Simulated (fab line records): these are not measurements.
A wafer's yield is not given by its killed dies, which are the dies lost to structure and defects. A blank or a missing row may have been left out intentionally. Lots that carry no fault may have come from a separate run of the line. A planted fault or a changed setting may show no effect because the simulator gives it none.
Chamber matching	flow nand_harc	4 sister chambers for NHARC_P_CONTACT_STRIP_28 on rie_diel-10
The step strips in O2. 8 wafers are shown with their chamber, then 9 later ones without.

== WAFERS, EACH WITH ITS CHAMBER ==
wafer	chamber	showerhead_plenum_p_Torr (Torr)	drypump_motor_current_A (A)
L245.1	0	3.34	5.7
L245.3	1	3.56	5.6
L245.6	0	3.34	5.7
L249.1	2	3.46	4.9
L249.5	2	3.46	4.9
L250.2	3	3.58	5.4
L250.4	1	3.55	5.7
L250.5	3	3.58	5.5

== WAFERS MISSING THEIR CHAMBER ==
wafer	showerhead_plenum_p_Torr (Torr)	drypump_motor_current_A (A)
L258.2	3.46	5.0
L258.4	3.34	5.7
L258.6	3.58	5.4
L262.2	3.55	5.6
L262.3	3.46	5.0
L262.5	3.58	5.4
L264.1	3.34	5.7
L264.4	3.46	5.0
L264.6	3.34	5.7

== EACH ONE'S CHAMBER ==
wafer	from the rows above	in truth
L258.2	2	2
L258.4	0	0
L258.6	3	3
L262.2	1	1
L262.3	2	2
L262.5	3	3
L264.1	0	0
L264.4	2	2
L264.6	0	0
Placed correctly: 9 of 9. Not placeable from these rows: 0. Wrongly placed: 0.
How it was worked out, from the rows above alone: a wafer's distance from a chamber is the root of the sum, over the readings, of the square of ((its reading less the chamber's mean) divided by the reading's scatter). The wafer belongs to the nearest chamber; if the next one is less than 2 further off, it can't be placed. A chamber's mean is the mean of its shown wafers. How the scatter is found: for the shown wafers, subtract from each reading the mean of its chamber, square and add these, divide the total by (wafers less chambers), then take the root.
